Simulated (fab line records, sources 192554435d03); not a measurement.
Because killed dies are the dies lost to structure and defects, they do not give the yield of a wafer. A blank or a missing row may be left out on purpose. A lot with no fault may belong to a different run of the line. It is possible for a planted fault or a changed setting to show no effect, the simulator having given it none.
Split-lot experiment + flow n5-finfet + 21 wafers read from 7 lots, route of 1938 steps

## SPLIT DETAILS
At N5_SD_EPI_N_COAT_33 (time 60 s, resist thk 35 nm), the setting spin-rpm was moved away from the recipe's 1500 rpm on 7 of the 21 wafers read, by -10.9% to -2.9%. For the rest of the wafers, this setting stayed at what the recipe calls for.

## FROM THE SPLIT TO THE READING: what the file shows between them, 9 steps
- N5_SD_EPI_N_PEB_07: peb time 60 s (also split here: peb-temp-c)
- N5_SD_EPI_N_DEVELOP_08: develop time 30 s
- N5_SD_EPI_N_CD_MEAS_09: target cd 120 nm
- N5_SD_EPI_N_DESCUM_14: chemistry O2, time 7.9 s
- N5_SD_EPI_N_ETCH_34: etches SiARC in CF4, target depth 45.5 nm, time 75.8 s
- N5_SD_EPI_N_ETCH_35: etches SOC in N2/H2, overetch 108 nm, time 486 s
- N5_SD_EPI_N_STRIP_36: strips in N2/H2
- N5_SD_EPI_N_ETCHBACK_44: etches SiNx in CH3F/O2, stops on SiO2, target depth 14.5 nm
- N5_SD_EPI_N_ETCH_45: etches SiOCN in CH3F/O2, target depth 6 nm

## THE READING
SiARC_of_SD_EPI_N_COAT_33.thk-nm (the simulator's own value, which no gauge read), in nm, at N5_SD_EPI_N_ETCH_16 (etches SiO2 in CHF3/O2, target depth 5 nm). The file does not state a usual value for it. Average 12.5 nm, standard deviation 0.33 nm, over the 14 wafers here run with the recipe.

| wafer  | tool, chamber at the split | spin-rpm as run, rpm | against the recipe | SiARC_of_SD_EPI_N_COAT_33.thk-nm, nm | against lot-mates on the recipe |
|--------|----------------------------|----------------------|--------------------|--------------------------------------|---------------------------------|
| L074.3 | litho-track-03, 0          | 1500                 | recipe             | 12.4                                 | -                               |
| L074.6 | litho-track-03, 0          | 1500                 | recipe             | 12.4                                 | -                               |
| L074.4 | litho-track-03, 0          | 1500                 | recipe             | 12                                   | -                               |
| L078.1 | litho-track-02, 0          | 1336                 | -10.9%             | 15                                   | no lot-mate on the recipe       |
| L078.3 | litho-track-02, 0          | 1336                 | -10.9%             | 14.8                                 | no lot-mate on the recipe       |
| L078.4 | litho-track-02, 0          | 1336                 | -10.9%             | 14.2                                 | no lot-mate on the recipe       |
| L080.1 | litho-track-04, 0          | 1456                 | -2.9%              | 12.8                                 | +0.8                            |
| L080.5 | litho-track-04, 0          | 1456                 | -2.9%              | 12.8                                 | +0.8                            |
| L080.3 | litho-track-04, 0          | 1500                 | recipe             | 12                                   | -                               |
| L082.1 | litho-track-03, 0          | 1500                 | recipe             | 12.8                                 | -                               |
| L082.3 | litho-track-03, 0          | 1500                 | recipe             | 13                                   | -                               |
| L082.6 | litho-track-03, 0          | 1500                 | recipe             | 12.4                                 | -                               |
| L086.1 | litho-track-02, 0          | 1500                 | recipe             | 12.8                                 | -                               |
| L086.2 | litho-track-02, 0          | 1500                 | recipe             | 12.8                                 | -                               |
| L086.3 | litho-track-02, 0          | 1500                 | recipe             | 13                                   | -                               |
| L090.3 | litho-track-02, 0          | 1500                 | recipe             | 12.4                                 | -                               |
| L090.4 | litho-track-02, 0          | 1381                 | -7.9%              | 14                                   | +1.6                            |
| L090.6 | litho-track-02, 0          | 1381                 | -7.9%              | 14                                   | +1.6                            |
| L097.1 | litho-track-02, 0          | 1500                 | recipe             | 12.2                                 | -                               |
| L097.2 | litho-track-02, 0          | 1500                 | recipe             | 12.2                                 | -                               |
| L097.3 | litho-track-02, 0          | 1500                 | recipe             | 12.6                                 | -                               |

THE FIT
A straight line over all 21 wafers: SiARC_of_SD_EPI_N_COAT_33.thk-nm changes by -0.196 nm for each +1% of spin-rpm; r = -0.93; the points scatter about the line by 0.32 nm.
The same after taking each lot's own level away (the mean of its wafers on the recipe; 18 wafers): -0.208 nm for each +1%; r = -0.95; scatter 0.18 nm.
On that fit, the largest move of spin-rpm shifts the reading by 2.3 nm.
Measured against the standard deviation above, the lots' own levels, which go from 12.00 to 12.87 nm, span 2.6 times it.
Consequently the slope shifts little with the lot-to-lot level, the two slopes agreeing.
Check: +1.72 nm against its lot-mates is what the line predicts for one of the wafers moved furthest among these (-7.9%) when that wafer is left out of the fit. It came out at +1.6 nm against them.

## ADDITIONAL SPLITS CARRIED BY THESE WAFERS
These wafers also went through other splits before the reading. Each is held against what the fit with the lots' levels taken away leaves over:
| other split on the same wafers        | wafers away from the commonest value | r with SiARC_of_SD_EPI_N_COAT_33.thk-nm (lot level and that fit taken away) |
|---------------------------------------|--------------------------------------|-----------------------------------------------------------------------------|
| N5_FIN_SAQP_PEB_14 peb-time-s         | 9                                    | +0.07                                                                       |
| N5_FIN_SAQP_DEVELOP_15 develop-time-s | 10                                   | +0.30                                                                       |
| N5_FIN_SAQP_SPACER1_ALD_24 temp-c     | 7                                    | -0.13                                                                       |
| N5_STI_FIN_REVEAL_ETCHBACK_08 time-s  | 5                                    | -0.19                                                                       |
| N5_SD_EPI_N_PEB_07 peb-temp-c         | 8                                    | +0.24                                                                       |

## THE WHOLE CHAIN: every reading that the file lists as answering this split, in the file's order
| step                | what it does                                           | reading                                                                                   | change (the file's fit)               | r (the file's) |
|---------------------|--------------------------------------------------------|-------------------------------------------------------------------------------------------|---------------------------------------|----------------|
| N5_SD_EPI_N_COAT_33 | time 60 s, resist thk 35 nm                            | SiARC_of_SD_EPI_N_COAT_33.thk-nm (the simulator's own value, which no gauge read)         | -0.198 nm for each +1% of the setting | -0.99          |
| N5_SD_EPI_N_ETCH_34 | etches SiARC in CF4, target depth 45.5 nm, time 75.8 s | etch.depth-nm (the simulator's own value, which no gauge read)                            | -0.197 nm for each +1% of the setting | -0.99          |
| N5_SD_EPI_N_ETCH_34 | etches SiARC in CF4, target depth 45.5 nm, time 75.8 s | CAR-ArF-block_of_SD_EPI_N_COAT_03.thk-nm (the simulator's own value, which no gauge read) | +0.221 nm for each +1% of the setting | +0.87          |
| N5_SD_EPI_N_ETCH_35 | etches SOC in N2/H2, overetch 108 nm, time 486 s       | SiARC_of_SD_EPI_N_COAT_33.thk-nm (the simulator's own value, which no gauge read)         | -0.224 nm for each +1% of the setting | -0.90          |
| N5_SD_EPI_N_ETCH_16 | etches SiO2 in CHF3/O2, target depth 5 nm              | SiARC_of_SD_EPI_N_COAT_33.thk-nm (the simulator's own value, which no gauge read)         | -0.21 nm for each +1% of the setting  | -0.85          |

## FILE'S OWN FIT
SiARC_of_SD_EPI_N_COAT_33.thk-nm changes by -0.21 nm for each +1% of spin-rpm, r = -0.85.
